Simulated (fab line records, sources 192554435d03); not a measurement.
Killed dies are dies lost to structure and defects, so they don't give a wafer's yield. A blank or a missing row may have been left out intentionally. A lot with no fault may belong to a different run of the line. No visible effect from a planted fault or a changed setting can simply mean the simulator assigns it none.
Which tool is to blame? ; flow n5Finfet ; 27 wafers from 9 lots sampled at 3 of the route's 1938 steps

== WHAT THE GAUGES READ, wafer by wafer ==
N5_BEOL_M2_INSPECT_13: inspects for defects (brightfield).
lot;measured;on;rawDefectCount
L198;day 6 17:46;defectInspect-02;241 351 467
L199;day 6 23:59;defectInspect-01;468 1780 1847
L211;day 10 05:14;defectInspect-01;309 385 321
L212;day 10 08:13;defectInspect-01;315 439 327
L213;day 10 14:05;defectInspect-02;393 582 307
L214;day 10 21:13;defectInspect-01;383 388 326
L216;day 11 03:05;defectInspect-02;327 330 346
L219;day 11 16:18;defectInspect-02;408 436 342
L221;day 12 11:16;defectInspect-01;457 460 401

== WHAT TOOL EACH LOT RAN ON (gives the tool, then ch and the chambers of the sampled wafers, and finally the start) ==
lot;N5_BEOL_M2_PECVD_72;N5_BEOL_M2_HM_DEP_02
L198;pecvd-04 ch 0,1,2, day 6 15:04;pvdSputter-01, day 6 17:09
L199;pecvd-04 ch 1,2, day 6 22:44;pvdSputter-02, day 6 23:22
L211;pecvd-01 ch 1,2, day 10 04:34;pvdSputter-02, day 10 04:37
L212;pecvd-01 ch 0,1,2, day 10 05:52;pvdSputter-02, day 10 07:35
L213;pecvd-01 ch 0,2, day 10 13:24;pvdSputter-03, day 10 13:28
L214;pecvd-02 ch 1,2, day 10 19:29;pvdSputter-02, day 10 20:44
L216;pecvd-02 ch 0,1,2, day 11 01:13;pvdSputter-02, day 11 02:36
L219;pecvd-04 ch 0,1, day 11 15:32;pvdSputter-01, day 11 15:41
L221;pecvd-02 ch 0,1, day 12 08:13;pvdSputter-01, day 12 10:39
- N5_BEOL_M2_PECVD_72: deposits SiO2 from TEOS/O2, target thk 16 nm, time 18 s.
- N5_BEOL_M2_HM_DEP_02: deposits TiN, target thk 20 nm.

== THE ANSWER, worked out from the rows above alone ==
Rule: usual is defined by the lots themselves. Put in order of their means at a reading, lots are off if they are a third of the lots or fewer, leave a main group of 4 or more, and stand apart from it by a gap of 3 or more times the standard deviation of the main group's means; of several such gaps the widest counts. If all means in a main group match to the digits the tables above print for the reading, that group is not used. Also off: a lot with no number at a reading for which 4 or more lots have one. All remaining lots with rows at the step are treated as sound.
Off, at N5_BEOL_M2_INSPECT_13 on rawDefectCount: L199. For the main group the mean is 377 and the standard deviation 37.
A tool fits if, at a process step before that reading, it ran every lot that is off, and no sound lot after the first of them. The gauges at N5_BEOL_M2_INSPECT_13 are tried like those tools. No candidate that was tried fits.

== WHAT HAD BEEN PUT IN BY THE SIMULATOR ==
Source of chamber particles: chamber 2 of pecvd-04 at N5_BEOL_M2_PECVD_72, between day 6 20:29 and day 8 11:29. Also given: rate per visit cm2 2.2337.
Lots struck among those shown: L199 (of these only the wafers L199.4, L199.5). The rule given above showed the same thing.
